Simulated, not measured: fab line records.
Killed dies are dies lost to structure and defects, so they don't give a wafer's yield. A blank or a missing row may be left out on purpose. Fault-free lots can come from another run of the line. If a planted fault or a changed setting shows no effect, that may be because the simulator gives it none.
The tool behind it: which one? + flow n5_finfet + at 1 step of a route of 1938, 17 lots with 51 wafers sampled

## WHAT THE GAUGES SHOWED, per wafer
N5_FIN_SAQP_THK_MEAS_07.
| lot  | measured    | on            | thk_nm (nm)    |
|------|-------------|---------------|----------------|
| L074 | day 1 21:47 | film_metro-02 | 60.5 59.6 60.1 |
| L075 | day 2 05:40 | film_metro-02 | 59.7 59.2 60.1 |
| L076 | day 2 09:17 | film_metro-02 | 59.2 59.8 59.4 |
| L080 | day 3 09:34 | film_metro-02 | 59.0 59.5 59.9 |
| L081 | day 3 15:30 | film_metro-01 | 57.8 58.5 58.8 |
| L082 | day 3 21:44 | film_metro-01 | 59.0 59.6 60.2 |
| L083 | day 4 04:53 | film_metro-02 | 57.9 60.1 58.7 |
| L084 | day 4 08:59 | film_metro-02 | 60.7 61.5 62.5 |
| L085 | day 4 15:05 | film_metro-02 | 60.6 60.9 61.0 |
| L087 | day 5 05:30 | film_metro-01 | 59.2 59.8 61.2 |
| L088 | day 5 09:10 | film_metro-02 | 58.1 59.1 58.9 |
| L089 | day 5 14:48 | film_metro-02 | 58.4 59.5 60.2 |
| L092 | day 6 11:58 | film_metro-02 | 59.6 59.9 60.4 |
| L093 | day 7 01:39 | film_metro-02 | 59.5 60.0 60.3 |
| L094 | day 7 03:03 | film_metro-01 | 59.6 60.3 61.2 |
| L095 | day 7 03:56 | film_metro-02 | 59.5 60.9 60.1 |
| L096 | day 7 09:38 | film_metro-01 | 59.8 59.0 60.8 |

## WHAT TOOL EACH LOT RAN ON (gives the tool, then ch and the chambers of the sampled wafers, and finally the start)
No process step before these readings appears in the record.

## WHAT THE TOOLS THEMSELVES READ (means of the sampled wafers that have a number; where no wafer has one, the mark that the record gives instead)
The record holds no such reading with a usual standard deviation.

## THE ANSWER, worked out from the rows above alone
Rule: the usual values come from the lots themselves. Put in order of their means at a reading, lots are off if they are a third of the lots or fewer, leave a main group of 4 or more, and stand apart from it by a gap of 3 or more times the standard deviation of the main group's means; of several such gaps the widest counts. Not used: any main group whose means are identical at the precision the tables above print for the reading. A lot without any number at a reading at which 4 lots or more have one is off too. All remaining lots with rows at the step are treated as sound. After the gauges, taken in route order, come the tools' own readings; for these a lot's mean is taken, as printed above. At the first step where some lot is off, the reading lying furthest off is the one used; lots without a number count as furthest.
No lot is off at any reading shown: from this, nothing can be told.

## WHAT HAD BEEN PUT IN BY THE SIMULATOR
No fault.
